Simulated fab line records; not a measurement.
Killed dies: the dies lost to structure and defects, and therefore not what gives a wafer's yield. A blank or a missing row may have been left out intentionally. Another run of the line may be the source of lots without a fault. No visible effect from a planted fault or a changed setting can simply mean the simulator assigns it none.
fab line records    flow nand-harc
[record] lots = 13  wafers = 39  last-day = 33
route steps=1302 shown A_CHANNEL_FILL_D1@517 A_DECK1_JOINT@518 A_ONON_D2@551 END@1302
lots that met no fault: taken from a fault-free run of the same line
start-h: start of the lot's first displayed wafer, in hours after the record's first day    wait-h: hours since the lot's step before    " same as the row above    L1.1+2: several wafers, shown together as one row    - no value present, or no start provided    * or withheld: withheld    < > ~ a bound
route shown NAME@n: NAME is a module with steps in the file, n the number in the route of the first one    usual: the fault-free wafers' mean and standard deviation    same: alike in all rows    chamber/n: place in a boat    sites: the reading at each site    _std_site: how widely they spread, as a standard deviation    _edge_site: the outer-site mean with the inner-site mean subtracted    radius-mm: how far each site lies from the wafer's centre    mask NAME#n: copy n    behind: the most recent tool/chamber to have shaped the wafer    hold: the reason the lot was held/the length of the hold in hours/how it ended    device: the transistor (n, p or np) that didn't switch    end of line: at the end of the route, the tests of the same wafers    step lacking rows: just its recipe    killed: dies lost to structure and defects at the first sort, not the wafer's yield    map: dies across one wafer; x = killed, . = not, _ = none there
set.NAME: the setting that was run; set.NAME@STEP: the one run at that earlier step    model.NAME: the simulator's own value behind a step, which no gauge read
route steps across a sampled set of lots; one table per step, one row per wafer
services: from which hour (start-h, from the record's first day; less than 0 if before it) a tool's chamber was out of use, for how many hours, and why
[[steps]]
[step NHARC_A_CHANNEL_FILL_D1_INSPECT_13]
[usual] raw-defect-count = 295/130
lot.wafer  tool               chamber  start-h  wait-h  raw-defect-count
L149.2     defect-inspect-02  -        237.84   0.0     209
L149.3     "                  -        "        "       231
L149.4     "                  -        "        "       241
L150.1     defect-inspect-01  -        246.19   0.0     675
L150.2     "                  -        "        "       387
L150.5     "                  -        "        "       396
L151.2     defect-inspect-02  -        265.91   0.0     266
L151.3     "                  -        "        "       458
L151.5     "                  -        "        "       189
L153.4     defect-inspect-01  -        284.24   0.0     360
L153.5     "                  -        "        "       227
L153.6     "                  -        "        "       377
L155.3     defect-inspect-02  -        296.73   0.0     333
L155.4     "                  -        "        "       301
L155.6     "                  -        "        "       379
L157.2     defect-inspect-01  -        315.87   0.0     243
L157.3     "                  -        "        "       287
L157.4     "                  -        "        "       217
L158.2     defect-inspect-02  -        329.32   0.0     322
L158.3     "                  -        "        "       188
L158.6     "                  -        "        "       317
L159.1     defect-inspect-02  -        340.12   0.0     300
L159.3     "                  -        "        "       244
L159.6     "                  -        "        "       232
L163.2     defect-inspect-02  -        379.65   0.0     217
L163.3     "                  -        "        "       268
L163.5     "                  -        "        "       222
L166.1     defect-inspect-02  -        407.96   0.0     292
L166.3     "                  -        "        "       157
L166.5     "                  -        "        "       294
L167.1     defect-inspect-02  -        411.66   0.0     252
L167.3     "                  -        "        "       332
L167.5     "                  -        "        "       350
L168.3     defect-inspect-02  -        421.94   0.0     482
L168.4     "                  -        "        "       581
L168.5     "                  -        "        "       327
L170.4     defect-inspect-02  -        443.47   0.0     332
L170.5     "                  -        "        "       403
L170.6     "                  -        "        "       573
[step NHARC_A_DECK1_JOINT_ETCHBACK_07]
[recipe] target-depth-a = 1050  time-s = 26.9  hbr-flow-sccm = 150  rf-w = 350  icp-w = 350  bias-w = 60  chemistry = HBr
[usual] drypump-motor-current-A = 5.5/0.51  oes-product-au = 1.001/0.011  rf-fwd-power-W = 343.7/1.7  throttle-valve-pct = 23.266/0.009
[same] time-s = 26.9
lot.wafer  tool       chamber  start-h  wait-h  drypump-motor-current-A  oes-product-au  rf-fwd-power-W  rf-hours-counter-h  throttle-valve-pct
L149.4     rie-si-03  2        237.90   0.1     5.5                      1.013           342.0           0.0                 23.255
L149.3     "          0        "        "       5.9                      1.004           343.2           0.0                 23.263
L149.2     "          1        "        "       4.7                      0.991           342.9           0.0                 23.272
L150.1     rie-si-05  0        246.26   0.1     6.1                      1.013           342.4           0.9                 23.263
L150.2     "          2        "        "       5.8                      1.015           343.6           0.7                 23.274
L150.5     "          3        "        "       6.0                      1.005           341.1           -                   23.265
L151.2     rie-si-01  1        265.97   0.1     5.2                      0.994           345.6           0.5                 23.258
L151.3     "          2        "        "       5.4                      1.001           346.0           0.3                 23.254
L151.5     "          3        "        "       5.1                      1.010           342.6           -                   23.248
L153.4     rie-si-01  2        284.31   0.1     5.4                      0.987           346.3           0.4                 23.254
L153.5     "          1        "        "       5.2                      0.972           344.0           -                   23.255
L153.6     "          2        "        "       5.4                      0.988           347.4           -                   23.275
L155.4     rie-si-03  3        296.79   0.1     5.2                      0.995           345.4           0.4                 23.271
L155.3     "          0        "        "       6.0                      0.995           344.5           0.5                 23.279
L155.6     "          3        "        "       5.2                      0.991           346.9           -                   23.294
L157.3     rie-si-05  0        315.93   0.1     6.1                      1.002           343.2           0                   23.256
L157.4     "          1        "        "       5.0                      1.007           342.9           0                   23.266
L157.2     "          2        "        "       5.8                      1.012           344.7           0                   23.269
L158.3     rie-si-05  2        329.39   0.1     5.8                      1.005           344.7           0.0                 23.258
L158.2     "          0        "        "       6.1                      1.015           343.7           0.1                 23.261
L158.6     "          2        "        "       5.8                      1.012           344.1           -                   23.264
L159.3     rie-si-05  2        340.18   0.1     5.8                      0.996           343.4           0.1                 23.266
L159.1     "          1        "        "       5.0                      1.005           343.5           0.1                 23.265
L159.6     "          3        "        "       6.0                      0.999           342.1           -                   23.260
L163.2     rie-si-01  3        379.72   0.1     5.1                      0.996           344.0           0                   23.266
L163.3     "          0        "        "       6.6                      0.995           342.8           0                   23.266
L163.5     "          3        "        "       5.1                      0.992           343.6           -                   23.260
L166.3     rie-si-03  1        408.04   0.1     4.7                      0.985           340.9           0                   23.264
L166.1     "          3        "        "       5.2                      0.991           346.3           0                   23.262
L166.5     "          1        "        "       4.7                      0.981           342.2           -                   23.275
L167.3     rie-si-03  1        411.72   0.1     4.7                      0.981           344.4           0.0                 23.276
L167.1     "          0        "        "       5.9                      0.990           342.7           0.0                 23.261
L167.5     "          2        "        "       5.5                      1.000           341.9           -                   23.265
L168.3     rie-si-05  2        422.00   0.1     5.8                      1.007           343.6           0.6                 23.274
L168.4     "          1        "        "       5.0                      1.008           341.1           0.6                 23.269
L168.5     "          3        "        "       6.0                      1.024           341.1           -                   23.255
L170.4     rie-si-03  2        443.53   0.1     5.5                      1.011           341.6           0.2                 23.272
L170.6     "          2        "        "       5.5                      1.017           340.2           -                   23.254
L170.5     "          3        "        "       5.2                      0.988           346.2           -                   23.270
[step NHARC_A_ONON_D2_DEP_09]
[recipe] target-thk-a = 10000  n2-flow-sccm = 2750  n2o-flow-sccm = 2000  nh3-flow-sccm = 500  sih4-flow-sccm = 210  temp-c = 400
lot.wafer   tool           chamber  start-h  wait-h
L149.2+3+4  pecvd-onon-02  0        277.61   0.1
L150.1+2+5  pecvd-onon-03  0        283.19   0.1
L151.2+3+5  pecvd-onon-02  0        302.87   0.1
L153.4+5+6  pecvd-onon-02  0        324.97   0.2
L155.3+4+6  pecvd-onon-02  0        339.94   0.2
L157.2+3+4  pecvd-onon-02  0        353.27   0.1
L158.2+3+6  pecvd-onon-04  0        364.02   0.1
L159.1+3+6  pecvd-onon-02  0        379.61   0.1
L163.2+3+5  pecvd-onon-04  0        419.70   0.1
L166.1+3+5  pecvd-onon-04  0        443.09   0.1
L167.1+3+5  pecvd-onon-02  0        453.75   0.1
L168.3+4+5  pecvd-onon-02  0        470.21   0.2
L170.4+5+6  pecvd-onon-02  0        483.33   0.2
[step NHARC_A_ONON_D2_THK_MEAS_11]
[recipe] thk-meas-gauge = ellipsometry
[usual] thk-nm = 1002/7.9
lot.wafer  tool           chamber  start-h  wait-h  hold                      thk-nm
L149.2     film-metro-02  -        278.07   -       -                         1003
L149.3     "              -        "        "       -                         1000
L149.4     "              -        "        "       -                         1000
L150.1     film-metro-01  -        283.70   -       -                         1012
L150.2     "              -        "        "       -                         1012
L150.5     "              -        "        "       -                         1012
L151.2     film-metro-02  -        303.32   -       -                         1008
L151.3     "              -        "        "       -                         1008
L151.5     "              -        "        "       -                         1006
L153.4     film-metro-02  -        325.31   -       -                         998
L153.5     "              -        "        "       -                         998
L153.6     "              -        "        "       -                         998
L155.3     film-metro-02  -        340.35   -       -                         999
L155.4     "              -        "        "       -                         999
L155.6     "              -        "        "       -                         997
L157.2     film-metro-01  -        353.72   -       await-dispo/0.2h/release  1457
L157.3     "              -        "        "       await-dispo/0.2h/release  1454
L157.4     "              -        "        "       await-dispo/0.2h/release  1453
L157.2     film-metro-01  -        353.89   0.2     -                         1454
L157.3     "              -        "        "       -                         1452
L157.4     "              -        "        "       -                         1455
L158.2     film-metro-01  -        364.47   -       -                         1008
L158.3     "              -        "        "       -                         1009
L158.6     "              -        "        "       -                         1008
L159.1     film-metro-01  -        380.11   -       await-dispo/0.2h/release  1468
L159.3     "              -        "        "       await-dispo/0.2h/release  1467
L159.6     "              -        "        "       await-dispo/0.2h/release  1467
L159.1     film-metro-01  -        380.28   0.2     -                         1466
L159.3     "              -        "        "       -                         1467
L159.6     "              -        "        "       -                         1468
L163.2     film-metro-02  -        420.15   -       -                         1007
L163.3     "              -        "        "       -                         1008
L163.5     "              -        "        "       -                         1007
L166.1     film-metro-01  -        443.63   -       -                         1011
L166.3     "              -        "        "       -                         1010
L166.5     "              -        "        "       -                         1009
L167.1     film-metro-01  -        454.26   -       -                         990
L167.3     "              -        "        "       -                         989
L167.5     "              -        "        "       -                         992
L168.3     film-metro-01  -        470.60   -       -                         999
L168.4     "              -        "        "       -                         1000
L168.5     "              -        "        "       -                         1001
L170.4     film-metro-01  -        483.69   -       -                         999
L170.5     "              -        "        "       -                         1002
L170.6     "              -        "        "       -                         1001
[step NHARC_A_ONON_D2_THK_MEAS_18]
[recipe] thk-meas-gauge = ellipsometry
[usual] thk-nm = 1002/11
lot.wafer  tool           chamber  start-h  wait-h  thk-nm
L149.2     film-metro-01  -        286.43   -       997
L149.3     "              -        "        "       998
L149.4     "              -        "        "       999
L150.1     film-metro-01  -        292.27   -       996
L150.2     "              -        "        "       997
L150.5     "              -        "        "       1000
L151.2     film-metro-01  -        311.88   -       991
L151.3     "              -        "        "       990
L151.5     "              -        "        "       992
L153.4     film-metro-02  -        333.25   -       997
L153.5     "              -        "        "       994
L153.6     "              -        "        "       996
L155.3     film-metro-02  -        348.65   -       1000
L155.4     "              -        "        "       1000
L155.6     "              -        "        "       1001
L158.2     film-metro-01  -        372.72   -       1028
L158.3     "              -        "        "       1026
L158.6     "              -        "        "       1026
L163.2     film-metro-02  -        431.22   -       998
L163.3     "              -        "        "       999
L163.5     "              -        "        "       999
L166.1     film-metro-01  -        451.46   -       1017
L166.3     "              -        "        "       1017
L166.5     "              -        "        "       1018
L167.1     film-metro-01  -        462.47   -       982
L167.3     "              -        "        "       982
L167.5     "              -        "        "       981
L168.3     film-metro-01  -        478.56   -       986
L168.4     "              -        "        "       987
L168.5     "              -        "        "       987
L170.4     film-metro-01  -        495.85   -       1013
L170.5     "              -        "        "       1011
L170.6     "              -        "        "       1009
[step NHARC_END_SORT_01]
[recipe] temp-c = 25
[usual] defect-limited-yield = 91.4/2.7  killed-at-array = 53/18  killed-at-other = 1.0/1.2  killed-at-periphery = 3.6/2.4  killed-dies = 58/18  killed-open = 3.4/1.8  killed-short = 2.3/1.5  sort_bin_2_pct = 3.1/1.2  sort_bin_3_pct = 0.7/0.39  sort_bin_4_pct = 4.8/1.6  sort-n-pass = 619/18  sort-rim-yield-pct = 88/4.1  sort-yield-pct = 91.4/2.7
[same] gross-dies = 677  sort_bin_5_pct[%] = 0  sort_bin_6_pct[%] = 0  sort_bin_7_pct[%] = 0  sort_bin_8_pct[%] = 0  sort-rim-n-gross = 106.00
lot.wafer  tool       chamber  start-h  wait-h  defect-limited-yield[%]  killed-at-array  killed-at-other  killed-at-periphery  killed-dies  killed-open  killed-short  sort_bin_2_pct[%]  sort_bin_3_pct[%]  sort_bin_4_pct[%]  sort-n-pass  sort-rim-yield-pct[%]  sort-yield-pct[%]
L150.1     prober-01  0        571.58   2.5     88.0                     76               0                5                    81           4            4             4.6                0.9                6.5                596          92                     88.0
L150.2     prober-01  0        572.38   2.8     87.4                     76               1                8                    85           3            2             5.8                0.4                6.4                592          82                     87.4
L150.5     prober-01  0        574.79   3.7     85.8                     88               1                7                    96           7            1             5.0                1.0                8.1                581          85                     85.8
L149.2     prober-02  0        572.36   2.8     96.2                     23               0                3                    26           2            2             1.3                0.1                2.4                651          94                     96.2
L149.3     prober-02  0        573.18   3.1     95.3                     26               1                5                    32           8            1             1.3                0                  3.4                645          96                     95.3
L149.4     prober-02  0        573.99   3.4     96.2                     20               0                6                    26           1            2             1.2                0.4                2.2                651          93                     96.2
L151.2     prober-01  0        580.23   2.8     88.8                     72               0                4                    76           6            1             3.8                1.2                6.2                601          94                     88.8
L151.3     prober-01  0        581.03   3.1     84.8                     100              1                2                    103          8            3             4.9                1.3                9.0                574          88                     84.8
L151.5     prober-01  0        582.64   3.7     90.0                     68               0                0                    68           2            3             3.7                1.5                4.9                609          84                     90.0
L153.4     prober-01  0        630.66   3.4     90.5                     59               4                1                    64           1            3             3.1                0.9                5.5                613          93                     90.5
L153.5     prober-01  0        631.46   3.7     92.0                     54               0                0                    54           4            0             2.8                0.6                4.6                623          87                     92.0
L153.6     prober-01  0        632.26   4.0     89.8                     63               1                5                    69           1            3             4.1                0.6                5.5                608          93                     89.8
L155.3     prober-01  0        645.46   3.1     88.6                     72               0                5                    77           4            1             5.0                0.9                5.5                600          85                     88.6
L155.4     prober-01  0        646.26   3.4     90.8                     61               0                1                    62           2            1             3.7                0.7                4.7                615          88                     90.8
L155.6     prober-01  0        647.86   4.0     90.1                     65               0                2                    67           4            1             3.2                0.7                5.9                610          89                     90.1
L158.2     prober-02  0        652.41   2.8     91.7                     48               1                7                    56           4            3             2.4                0.7                5.2                621          85                     91.7
L158.3     prober-02  0        653.20   3.1     92.5                     39               0                12                   51           4            1             3.4                0.7                3.4                626          86                     92.5
L158.6     prober-02  0        655.57   4.0     93.2                     40               0                6                    46           3            0             2.5                0.7                3.5                631          85                     93.2
L163.2     prober-01  0        717.69   2.8     87.7                     71               1                11                   83           4            2             4.3                1.2                6.8                594          88                     87.7
L163.3     prober-01  0        718.48   3.1     86.3                     84               2                7                    93           5            2             4.4                1.3                8.0                584          77                     86.3
L163.5     prober-01  0        720.07   3.7     88.3                     74               0                5                    79           2            2             4.1                0.7                6.8                598          90                     88.3
L166.1     prober-02  0        732.99   2.5     94.5                     35               0                2                    37           5            1             1.3                0.4                3.7                640          92                     94.5
L166.3     prober-02  0        734.59   3.1     94.4                     34               1                3                    38           0            2             2.1                0.3                3.2                639          92                     94.4
L166.5     prober-02  0        736.19   3.7     95.7                     27               1                1                    29           2            0             1.8                0                  2.5                648          91                     95.7
L167.1     prober-02  0        740.79   2.5     90.0                     62               0                6                    68           5            2             3.4                0.4                6.2                609          84                     90.0
L167.3     prober-02  0        742.40   3.1     90.0                     66               0                2                    68           2            5             4.4                1.2                4.4                609          83                     90.0
L167.5     prober-02  0        744.01   3.7     87.1                     85               0                2                    87           4            4             4.6                0.6                7.7                590          81                     87.1
L168.3     prober-01  0        765.30   3.1     93.4                     44               0                1                    45           2            2             2.8                0.6                3.2                632          86                     93.4
L168.4     prober-01  0        766.09   3.4     91.7                     53               0                3                    56           4            2             2.8                0.6                4.9                621          83                     91.7
L168.5     prober-01  0        766.88   3.6     92.2                     50               0                3                    53           3            1             3.5                0.6                3.7                624          81                     92.2
L170.4     prober-02  0        778.54   3.4     88.8                     68               4                4                    76           5            4             4.4                0.4                6.4                601          81                     88.8
L170.5     prober-02  0        779.34   3.7     93.8                     34               2                6                    42           2            1             2.2                0.7                3.2                635          89                     93.8
L170.6     prober-02  0        780.15   4.0     91.4                     54               2                2                    58           4            3             2.5                0.9                5.2                619          88                     91.4
// killed by level:class
L150.1 A_CHANNEL_HOLE_D1:chamber-film-flake=23 A_CHANNEL_HOLE_D2:chamber-film-flake=22 A_SLIT:chamber-film-flake=16 P_M2:chamber-film-flake=5 A_STAIRCASE:chamber-film-flake=4 A_ONON_D1:geometric-particle:open=1 A_CHANNEL_FILL_D1:geometric-particle:short=1 A_DECK1_JOINT:geometric-particle:short=1
L149.2 A_CHANNEL_HOLE_D2:chamber-film-flake=5 A_DECK1_JOINT:chamber-film-flake=4 A_STAIRCASE:chamber-film-flake=4 A_ZERO_WELL:chamber-film-flake=2 P_STI:chamber-film-flake=2 A_CONTACT:chamber-film-flake=2 A_BONDPAD:chamber-film-flake=2 P_M0:geometric-particle:open=1
L150.2 A_CHANNEL_HOLE_D1:chamber-film-flake=21 A_SLIT:chamber-film-flake=21 A_CHANNEL_HOLE_D2:chamber-film-flake=19 A_STAIRCASE:chamber-film-flake=8 P_GATE:chamber-film-flake=3 P_M2:chamber-film-flake=3 A_WL_FILL:chamber-film-flake=2 P_GATE:geometric-particle:open=1
L149.3 A_STAIRCASE:chamber-film-flake=6 A_CONTACT:chamber-film-flake=5 A_DECK1_JOINT:chamber-film-flake=3 A_CHANNEL_HOLE_D2:chamber-film-flake=3 A_ONON_D1:geometric-particle:open=2 A_CHANNEL_FILL_D1:geometric-particle:open=2 A_DECK1_JOINT:geometric-particle:open=2 A_CHANNEL_HOLE_D1:chamber-film-flake=2
L149.4 A_STAIRCASE:chamber-film-flake=6 A_CHANNEL_HOLE_D2:chamber-film-flake=5 A_ONON_D1:geometric-particle:short=2 P_STI:chamber-film-flake=2 A_ZERO_WELL:chamber-film-flake=2 A_CONTACT:chamber-film-flake=2 A_CONTACT:unspecified=2 P_M0:geometric-particle:open=1
L150.5 A_CHANNEL_HOLE_D1:chamber-film-flake=31 A_CHANNEL_HOLE_D2:chamber-film-flake=26 A_SLIT:chamber-film-flake=16 A_STAIRCASE:chamber-film-flake=4 P_M2:chamber-film-flake=3 A_DECK1_JOINT:chamber-film-flake=3 P_GATE:chamber-film-flake=2 P_M2:geometric-particle:open=1
L151.2 A_CHANNEL_HOLE_D2:chamber-film-flake=26 A_CHANNEL_HOLE_D1:chamber-film-flake=21 A_SLIT:chamber-film-flake=15 A_STAIRCASE:chamber-film-flake=4 P_ZERO_WELL:chamber-film-flake=2 P_M0:geometric-particle:open=1 P_M2:geometric-particle:open=1 A_CHANNEL_FILL_D1:geometric-particle:open=1
L151.3 A_CHANNEL_HOLE_D2:chamber-film-flake=40 A_CHANNEL_HOLE_D1:chamber-film-flake=32 A_SLIT:chamber-film-flake=13 A_CONTACT:chamber-film-flake=4 A_WL_FILL:geometric-particle:open=3 A_CHANNEL_HOLE_D2:geometric-particle:open=2 P_CONTACT:geometric-particle:short=1 A_ONON_D1:geometric-particle:open=1
L151.5 A_CHANNEL_HOLE_D2:chamber-film-flake=22 A_SLIT:chamber-film-flake=21 A_CHANNEL_HOLE_D1:chamber-film-flake=16 A_STAIRCASE:chamber-film-flake=2 A_CHANNEL_HOLE_D1:geometric-particle:open=1 A_CHANNEL_HOLE_D1:geometric-particle:short=1 A_CHANNEL_FILL_D1:geometric-particle:short=1 A_CONTACT:geometric-particle:open=1
L153.4 A_CHANNEL_HOLE_D1:chamber-film-flake=30 A_STAIRCASE:chamber-film-flake=8 A_CONTACT:chamber-film-flake=6 A_CHANNEL_HOLE_D2:chamber-film-flake=5 THIN_TSV:chamber-film-flake=4 A_CHANNEL_FILL_D1:chamber-film-flake=2 A_DECK1_JOINT:geometric-particle:short=1 A_CHANNEL_FILL_D2:geometric-particle:short=1
L153.5 A_CHANNEL_HOLE_D1:chamber-film-flake=27 A_CONTACT:chamber-film-flake=10 A_CHANNEL_HOLE_D2:chamber-film-flake=7 A_STAIRCASE:chamber-film-flake=3 A_CHANNEL_FILL_D2:chamber-film-flake=2 A_CHANNEL_FILL_D1:geometric-particle:open=1 A_CONTACT:geometric-particle:open=1 A_BLC:geometric-particle:open=1
L153.6 A_CHANNEL_HOLE_D1:chamber-film-flake=32 A_STAIRCASE:chamber-film-flake=9 A_CHANNEL_HOLE_D2:chamber-film-flake=9 P_CONTACT:chamber-film-flake=3 A_WL_FILL:chamber-film-flake=3 A_CONTACT:chamber-film-flake=3 A_DECK1_JOINT:geometric-particle:short=2 A_CHANNEL_FILL_D1:chamber-film-flake=2
L155.3 A_CHANNEL_HOLE_D1:chamber-film-flake=29 A_SLIT:chamber-film-flake=22 A_CHANNEL_HOLE_D2:chamber-film-flake=9 A_CONTACT:chamber-film-flake=5 P_ZERO_WELL:chamber-film-flake=3 A_ONON_D1:geometric-particle:open=2 A_STAIRCASE:chamber-film-flake=2 P_M0:geometric-particle:open=1
L155.4 A_CHANNEL_HOLE_D1:chamber-film-flake=27 A_SLIT:chamber-film-flake=15 A_CHANNEL_HOLE_D2:chamber-film-flake=7 A_STAIRCASE:chamber-film-flake=3 A_CHANNEL_FILL_D1:chamber-film-flake=3 A_CONTACT:chamber-film-flake=3 A_CHANNEL_HOLE_D2:geometric-particle:open=1 A_STAIRCASE:geometric-particle:open=1
L155.6 A_CHANNEL_HOLE_D1:chamber-film-flake=28 A_SLIT:chamber-film-flake=20 A_CHANNEL_HOLE_D2:chamber-film-flake=5 A_CONTACT:chamber-film-flake=5 A_M0:geometric-particle:open=3 P_GATE:geometric-particle:open=1 A_ONON_D1:geometric-particle:short=1 P_CONTACT:chamber-film-flake=1
L158.2 A_SLIT:chamber-film-flake=25 A_CHANNEL_HOLE_D2:chamber-film-flake=14 P_CONTACT:chamber-film-flake=2 P_M2:chamber-film-flake=2 A_WL_FILL:chamber-film-flake=2 A_CONTACT:chamber-film-flake=2 P_M0:geometric-particle:open=1 P_M1:geometric-particle:open=1
L158.3 A_SLIT:chamber-film-flake=20 P_CONTACT:chamber-film-flake=8 A_CHANNEL_HOLE_D2:chamber-film-flake=8 A_CHANNEL_HOLE_D1:chamber-film-flake=5 P_ZERO_WELL:chamber-film-flake=2 A_CONTACT:chamber-film-flake=2 P_STI:geometric-particle:open=1 P_M0:geometric-particle:open=1
L158.6 A_SLIT:chamber-film-flake=21 A_CHANNEL_HOLE_D2:chamber-film-flake=8 P_CONTACT:chamber-film-flake=5 A_CHANNEL_HOLE_D1:chamber-film-flake=4 A_CHANNEL_FILL_D1:chamber-film-flake=2 P_CONTACT:geometric-particle:open=1 A_CHANNEL_HOLE_D1:geometric-particle:open=1 A_CONTACT:geometric-particle:open=1
L163.2 A_CHANNEL_HOLE_D1:chamber-film-flake=31 A_SLIT:chamber-film-flake=17 A_CHANNEL_HOLE_D2:chamber-film-flake=9 A_CONTACT:chamber-film-flake=4 A_BONDPAD:chamber-film-flake=4 P_M0:geometric-particle:open=3 P_CONTACT:chamber-film-flake=3 P_GATE:chamber-film-flake=2
L163.3 A_SLIT:chamber-film-flake=29 A_CHANNEL_HOLE_D1:chamber-film-flake=22 A_CHANNEL_HOLE_D2:chamber-film-flake=14 A_BONDPAD:chamber-film-flake=5 P_CONTACT:geometric-particle:open=2 P_GATE:chamber-film-flake=2 P_CONTACT:chamber-film-flake=2 A_CHANNEL_FILL_D2:chamber-film-flake=2
L163.5 A_CHANNEL_HOLE_D1:chamber-film-flake=34 A_SLIT:chamber-film-flake=20 A_CHANNEL_HOLE_D2:chamber-film-flake=8 A_CONTACT:chamber-film-flake=5 A_BONDPAD:chamber-film-flake=4 P_GATE:chamber-film-flake=2 P_CONTACT:geometric-particle:open=1 P_M2:geometric-particle:short=1
L166.1 A_CHANNEL_HOLE_D2:chamber-film-flake=16 A_CHANNEL_HOLE_D1:chamber-film-flake=5 A_SLIT:chamber-film-flake=5 A_ONON_D2:geometric-particle:open=2 A_DECK1_JOINT:chamber-film-flake=2 A_STAIRCASE:chamber-film-flake=2 P_CONTACT:geometric-particle:open=1 P_M1:geometric-particle:open=1
L166.3 A_CHANNEL_HOLE_D1:chamber-film-flake=11 A_CHANNEL_HOLE_D2:chamber-film-flake=10 A_SLIT:chamber-film-flake=5 A_STAIRCASE:chamber-film-flake=3 A_CONTACT:chamber-film-flake=3 P_CONTACT:geometric-particle:short=2 A_DECK1_JOINT:chamber-film-flake=2 P_ZERO_WELL:chamber-film-flake=1
L166.5 A_CHANNEL_HOLE_D2:chamber-film-flake=9 A_CHANNEL_HOLE_D1:chamber-film-flake=5 A_DECK1_JOINT:chamber-film-flake=3 A_STAIRCASE:chamber-film-flake=3 A_SLIT:chamber-film-flake=3 A_CONTACT:chamber-film-flake=2 P_M1:geometric-particle:open=1 A_BLC:geometric-particle:open=1
L167.1 A_SLIT:chamber-film-flake=25 A_CHANNEL_HOLE_D1:chamber-film-flake=21 A_STAIRCASE:chamber-film-flake=8 P_GATE:chamber-film-flake=3 P_GATE:geometric-particle:open=2 A_ONON_D1:geometric-particle:short=1 A_ONON_D2:geometric-particle:open=1 A_SGD_CUT:geometric-particle:short=1
L167.3 A_CHANNEL_HOLE_D1:chamber-film-flake=28 A_SLIT:chamber-film-flake=16 A_CONTACT:chamber-film-flake=7 A_STAIRCASE:chamber-film-flake=4 A_CHANNEL_FILL_D2:geometric-particle:short=2 A_CHANNEL_FILL_D2:chamber-film-flake=2 P_M2:geometric-particle:short=1 A_DECK1_JOINT:geometric-particle:open=1
L167.5 A_CHANNEL_HOLE_D1:chamber-film-flake=28 A_SLIT:chamber-film-flake=25 A_CONTACT:chamber-film-flake=12 A_STAIRCASE:chamber-film-flake=6 A_CHANNEL_FILL_D2:chamber-film-flake=2 P_GATE:geometric-particle:open=1 A_ONON_D1:geometric-particle:short=1 A_DECK1_JOINT:geometric-particle:open=1
L168.3 A_SLIT:chamber-film-flake=16 A_CHANNEL_HOLE_D2:chamber-film-flake=9 A_CHANNEL_HOLE_D1:chamber-film-flake=8 A_STAIRCASE:chamber-film-flake=6 A_WL_FILL:geometric-particle:short=2 A_ONON_D1:geometric-particle:open=1 A_WL_FILL:geometric-particle:open=1 P_GATE:chamber-film-flake=1
L168.4 A_SLIT:chamber-film-flake=21 A_CHANNEL_HOLE_D1:chamber-film-flake=11 A_CHANNEL_HOLE_D2:chamber-film-flake=8 A_STAIRCASE:chamber-film-flake=4 A_CONTACT:chamber-film-flake=3 A_CONTACT:geometric-particle:open=2 P_CONTACT:geometric-particle:short=1 A_SGD_CUT:geometric-particle:short=1
L168.5 A_SLIT:chamber-film-flake=14 A_CHANNEL_HOLE_D2:chamber-film-flake=14 A_CHANNEL_HOLE_D1:chamber-film-flake=8 A_CONTACT:chamber-film-flake=6 P_ZERO_WELL:chamber-film-flake=3 A_STAIRCASE:chamber-film-flake=3 A_SOURCE_PLATE:geometric-particle:open=1 A_CHANNEL_FILL_D2:geometric-particle:short=1
L170.4 A_SLIT:chamber-film-flake=23 A_CHANNEL_HOLE_D1:chamber-film-flake=9 A_CONTACT:chamber-film-flake=8 A_STAIRCASE:chamber-film-flake=4 THIN_TSV:chamber-film-flake=4 A_M1:chamber-film-flake=4 A_BONDPAD:chamber-film-flake=3 P_M2:chamber-film-flake=2
L170.5 A_SLIT:chamber-film-flake=14 A_CONTACT:chamber-film-flake=6 A_CHANNEL_HOLE_D1:chamber-film-flake=4 A_M1:chamber-film-flake=4 P_GATE:chamber-film-flake=3 A_ZERO_WELL:chamber-film-flake=2 THIN_TSV:chamber-film-flake=2 P_GATE:geometric-particle:open=1
L170.6 A_SLIT:chamber-film-flake=24 A_CONTACT:chamber-film-flake=8 A_CHANNEL_HOLE_D1:chamber-film-flake=5 A_STAIRCASE:chamber-film-flake=4 A_CONTACT:geometric-particle:open=2 A_ZERO_WELL:chamber-film-flake=2 A_BLC:chamber-film-flake=2 A_M1:chamber-film-flake=2
[[services]]
tool           chamber  start-h  hours  kind
rie-si-03      -        221.00   9.0    pm
rie-si-03      0        221.00   9.0    vent-cycle
rie-si-03      1        221.00   9.0    vent-cycle
rie-si-01      0        222.50   2.7    repair
pecvd-onon-03  -        227.00   13.0   pm
rie-si-01      0        260.91   5.2    repair
rie-si-03      -        277.59   0.2    repair
rie-si-05      0        294.92   15.8   repair
rie-si-01      2        299.69   2.7    repair
pecvd-onon-02  -        300.47   1.0    repair
rie-si-05      -        305.00   9.0    pm
rie-si-03      1        305.93   1.3    repair
pecvd-onon-04  -        311.10   13.0   pm
rie-si-03      2        344.00   4.5    repair
pecvd-onon-02  -        366.25   13.0   pm
rie-si-01      -        370.00   9.0    pm
rie-si-05      2        393.56   2.3    repair
rie-si-03      -        398.00   9.0    pm
pecvd-onon-03  -        408.00   13.0   pm
pecvd-onon-02  -        416.51   3.2    repair
rie-si-03      2        423.07   4.2    repair
rie-si-03      -        438.69   0.3    repair
rie-si-01      3        442.75   4.8    repair
rie-si-05      -        482.00   9.0    pm
[[key]]
[first-sign] step = NHARC_A_ONON_D2_THK_MEAS_11  reading = visit  direction = added
[effect] step = NHARC_A_ONON_D2_THK_MEAS_11  reading = thk-nm  direction = up  sigmas = 58  usual = 1002  struck = 1461
met-at NHARC_A_ONON_D2_DEP_09
struck-lots L157,L159
struck-wafers L157.2,L157.3,L157.4,L159.1,L159.3,L159.6
scrapped-behind NHARC_A_ONON_D2_THK_MEAS_11 L157.2,L157.3,L157.4,L159.1,L159.3,L159.6
not-acting-at NHARC_A_CHANNEL_FILL_D1_INSPECT_13,NHARC_A_DECK1_JOINT_ETCHBACK_07,NHARC_A_ONON_D2_THK_MEAS_18
onset-between 339.94 353.27
[fault] kind = process-parameter-drift  tool = pecvd-onon-02  chamber = 0  onset-h = 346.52  steps = NHARC_A_ONON_D2_DEP_09  channel = target-thk-a  offset = *  shape = step  end-h = 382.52  acts-in = *  stated = *
